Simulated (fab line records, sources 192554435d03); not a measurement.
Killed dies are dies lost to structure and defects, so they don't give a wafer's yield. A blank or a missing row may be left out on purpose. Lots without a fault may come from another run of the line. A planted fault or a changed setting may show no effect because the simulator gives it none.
Tool commonality check | flow n5_finfet | 9 lots, 27 wafers sampled

WHY IT WAS OPENED
At N5_BEOL_M3_INSPECT_13 the reading raw_defect_count is flagged on 2 of 9 lots. Wafers without a fault read 429, standard deviation 88.
Rule: a lot is flagged when every wafer of it that has a number lies more than 4 standard deviations from that mean, or none has a number. The other lots count as sound.

lot  | measured     | on                | raw_defect_count, wafer by wafer | flag
L830 | day 8 08:40  | defect_inspect-02 | 485 357 331                      |
L831 | day 8 16:44  | defect_inspect-02 | 1325 1519 1465                   | FLAGGED
L833 | day 9 00:33  | defect_inspect-02 | 259 365 383                      |
L836 | day 9 21:17  | defect_inspect-01 | 1327 1416 1440                   | FLAGGED
L842 | day 11 13:04 | defect_inspect-02 | 443 503 515                      |
L843 | day 11 16:13 | defect_inspect-01 | 303 243 354                      |
L845 | day 12 03:59 | defect_inspect-02 | 328 365 378                      |
L846 | day 12 15:20 | defect_inspect-02 | 444 346 557                      |
L847 | day 12 22:31 | defect_inspect-01 | 395 458 384                      |
The numbers of the flagged lots are 1415 on average: +986 against the usual, or +11 standard deviations.

WHICH TOOL RAN EACH LOT
The record holds 1 process step before the reading, out of a route of 1938 steps. In each cell: the tool, then ch and the chambers that the sampled wafers went through, then the start.
lot  | flag    | N5_BEOL_M3_HM_DEP_02
L830 |         | pvd_sputter-01, day 8 08:04
L831 | FLAGGED | pvd_sputter-01, day 8 16:07
L833 |         | pvd_sputter-02, day 9 00:04
L836 | FLAGGED | pvd_sputter-01, day 9 20:41
L842 |         | pvd_sputter-02, day 11 12:35
L843 |         | pvd_sputter-03, day 11 15:43
L845 |         | pvd_sputter-03, day 12 03:30
L846 |         | pvd_sputter-01, day 12 14:44
L847 |         | pvd_sputter-03, day 12 22:02
What these steps do:
- N5_BEOL_M3_HM_DEP_02: deposits TiN, target thk 20 nm.
- N5_BEOL_M3_INSPECT_13: inspects for defects (brightfield).

FLAGGED OVER TOTAL, TOOL BY TOOL (the gauges that took the reading come last)
step                  | tool              | lots run | flagged | share of the flagged lots | sound lots run after its first flagged lot
N5_BEOL_M3_HM_DEP_02  | pvd_sputter-01    | 4        | 2       | all                       | 1 (L846)
N5_BEOL_M3_HM_DEP_02  | pvd_sputter-02    | 2        | 0       | none                      | -
N5_BEOL_M3_HM_DEP_02  | pvd_sputter-03    | 3        | 0       | none                      | -
N5_BEOL_M3_INSPECT_13 | defect_inspect-01 | 3        | 1       | some                      | 2 (L843,L847)
N5_BEOL_M3_INSPECT_13 | defect_inspect-02 | 6        | 1       | some                      | 4 (L833,L842,L845,L846)

WHAT THE TABLE ALLOWS
1 row of the table ran every flagged lot: pvd_sputter-01 at N5_BEOL_M3_HM_DEP_02.
- pvd_sputter-01 at N5_BEOL_M3_HM_DEP_02: 2 of its 4 lots flagged. Sound lots ran on it after the first flagged one (L846), which a lasting fault on the whole tool wouldn't allow.
No row of the table ran every flagged lot and no sound lot after the first.

WHAT THE SIMULATOR HAD PUT IN
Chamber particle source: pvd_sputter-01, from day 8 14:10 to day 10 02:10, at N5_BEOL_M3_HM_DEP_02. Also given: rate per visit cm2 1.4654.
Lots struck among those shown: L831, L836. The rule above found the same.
